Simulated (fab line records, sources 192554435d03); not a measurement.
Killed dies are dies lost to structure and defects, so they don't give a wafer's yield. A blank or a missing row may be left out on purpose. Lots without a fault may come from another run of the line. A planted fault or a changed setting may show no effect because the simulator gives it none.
Chamber matching | flow n5_finfet | N5_BEOL_M8_STRIP_19 on rie_diel-02: 4 sister chambers
The step strips in O2. 14 wafers are shown with their chamber, then 7 later ones without.

WAFERS WITH THEIR CHAMBER
wafer  | chamber | drypump_motor_current_A (A) | showerhead_plenum_p_Torr (Torr) | oes_product_au (a.u.)
L768.3 | 1       | 6.2                         | 1.99                            | 0.75
L768.5 | 3       | 5.9                         | 2.19                            | 0.75
L768.6 | 0       | 5.2                         | 2.06                            | 0.68
L775.2 | 0       | 5.2                         | 2.05                            | 0.68
L775.3 | 2       | 5.7                         | 2.01                            | 0.84
L775.4 | 3       | 5.9                         | 2.18                            | 0.74
L777.1 | 1       | 6.1                         | 1.98                            | 0.73
L777.4 | 0       | 5.2                         | 2.05                            | 0.67
L777.5 | 2       | 5.7                         | 2.01                            | 0.84
L779.3 | 3       | 5.9                         | 2.18                            | 0.73
L779.4 | 2       | 5.7                         | 2.01                            | 0.84
L779.6 | 0       | 5.2                         | 2.05                            | 0.67
L780.2 | 2       | 5.7                         | 2.01                            | 0.83
L780.4 | 3       | 5.9                         | 2.18                            | 0.73

SIGNATURES (means of the wafers above)
reading                  | chamber 0 | chamber 1 | chamber 2 | chamber 3 | scatter within a chamber
drypump_motor_current_A  | 5.200     | 6.150     | 5.700     | 5.900     | 0.0224
showerhead_plenum_p_Torr | 2.0525    | 1.9850    | 2.0100    | 2.1825    | 0.00447
oes_product_au           | 0.6750    | 0.7400    | 0.8375    | 0.7375    | 0.00806
Rule: a wafer's distance from a chamber is the root of the sum, over the readings, of the square of ((its reading less the chamber's mean) divided by the reading's scatter). The wafer belongs to the nearest chamber; if the next one is less than 2 further off, it can't be placed. The scatter: the root of (the sum of the squares of (reading less its chamber's mean) over the shown wafers, divided by (wafers less chambers)).

WAFERS WITHOUT THEIR CHAMBER
wafer  | drypump_motor_current_A (A) | showerhead_plenum_p_Torr (Torr) | oes_product_au (a.u.)
L780.6 | 5.2                         | 2.05                            | 0.66
L787.2 | 6.1                         | 1.98                            | 0.71
L787.3 | 5.9                         | 2.18                            | 0.72
L787.5 | 6.1                         | 1.98                            | 0.71
L784.3 | 6.2                         | 1.98                            | 0.71
L784.4 | 6.1                         | 1.98                            | 0.70
L784.5 | 5.7                         | 2.01                            | 0.81

WHICH CHAMBER EACH WENT THROUGH
wafer  | from the rows above | in truth
L780.6 | 0                   | 0
L787.2 | 1                   | 1
L787.3 | 3                   | 3
L787.5 | 1                   | 1
L784.3 | 1                   | 1
L784.4 | 1                   | 1
L784.5 | 2                   | 2
Placed correctly: 7 of 7. Can't be placed from these rows: 0. Placed wrongly: 0.
